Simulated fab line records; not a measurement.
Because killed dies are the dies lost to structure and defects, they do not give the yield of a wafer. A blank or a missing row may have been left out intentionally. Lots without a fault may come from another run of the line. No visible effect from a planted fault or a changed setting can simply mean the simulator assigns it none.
The same fault as seen by 2 desks | flow n5_finfet | each desk holds nothing but its own numbers, with what lay behind them at the end

## AT THE METROLOGY DESK
What the gauges read, lot by lot, whatever tool the lot ran on: means of the sampled wafers that have a number. Any lot whose mean is over 4 standard deviations away from the usual mean is out of limits and marked OUT; that distance is given in the brackets. Only the readings that lie furthest out on some lot appear, 7 of the 11 it has.
Columns: A = M1_THK at N5_BEOL_M1_THK_MEAS_53, usual 40.3 nm; B = DIBL_N at N5_BEOL_M4_RC_MEAS_101, usual 36.6 mV/V; C = DIBL_P at N5_BEOL_M4_RC_MEAS_101, usual 36.8 mV/V; D = IOFF_N at N5_BEOL_M4_RC_MEAS_101, usual 0.169 nA/um; E = IOFF_P at N5_BEOL_M4_RC_MEAS_101, usual 0.206 nA/um; F = ION_P at N5_BEOL_M4_RC_MEAS_101, usual 462 uA/um; G = VT_N at N5_BEOL_M4_RC_MEAS_101, usual 248.8 mV
lot  | first seen here | A    | B    | C    | D     | E     | F   | G
L507 | day 8 17:41     | 40.0 | 38.1 | 38.8 | 0.203 | 0.247 | 469 | 246.7
L510 | day 8 19:59     | 40.9 | 36.8 | 35.6 | 0.158 | 0.227 | 473 | 247.2
L512 | day 9 17:07     | 41.1 | 38.6 | 38.0 | 0.187 | 0.246 | 472 | 245.8
L517 | day 10 21:07    | 37.9 | 36.7 | 35.7 | 0.157 | 0.194 | 454 | 250.0
L524 | day 13 06:48    | 41.7 | 36.6 | 38.1 | 0.156 | 0.192 | 460 | 251.3
This desk found nothing out of limits on any of the 5 lots.

## FOR THE TOOL OWNER'S DESK: cvd_co-02
The tool's own readings at N5_BEOL_M1_CO_CAP_55 (material Co, precursor CCTBA/H2, target thk 2 nm, time 102.1 s): means of the sampled wafers that have a number, for each lot that ran on this tool. Any lot whose mean is over 4 standard deviations away from the usual mean is out of limits and marked OUT; that distance is given in the brackets.
Columns: A = heater_power_w at N5_BEOL_M1_CO_CAP_55, usual 227 W; B = run_length_s at N5_BEOL_M1_CO_CAP_55, usual 124.8 s
lot  | first seen here | A   | B
L510 | day 8 20:04     | 206 | 124.3
L517 | day 10 21:11    | 222 | 108.2 (-40) OUT
L524 | day 13 06:53    | 227 | 124.7
This desk's finding: out of limits on L517; first on L517, day 10 21:11 (run_length_s at N5_BEOL_M1_CO_CAP_55). L510, L524: within limits.

## PUT TOGETHER
The tool owner's desk had the chance to raise an alarm at day 10 21:11 on L517.
From the metrology desk's view, nothing was out of limits.
The metrology desk has L517 on record, within its limits.
Every lot named ran N5_BEOL_M1_CO_CAP_55 on cvd_co-02.

## WHAT THE SIMULATOR HAD INSERTED
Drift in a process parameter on cvd_co-02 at N5_BEOL_M1_CO_CAP_55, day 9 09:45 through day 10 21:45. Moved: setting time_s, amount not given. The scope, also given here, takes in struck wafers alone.
Struck lots among those shown: L517.
Each desk's first reading out of limits, in hours after the fault started: the tool owner's desk, 35.
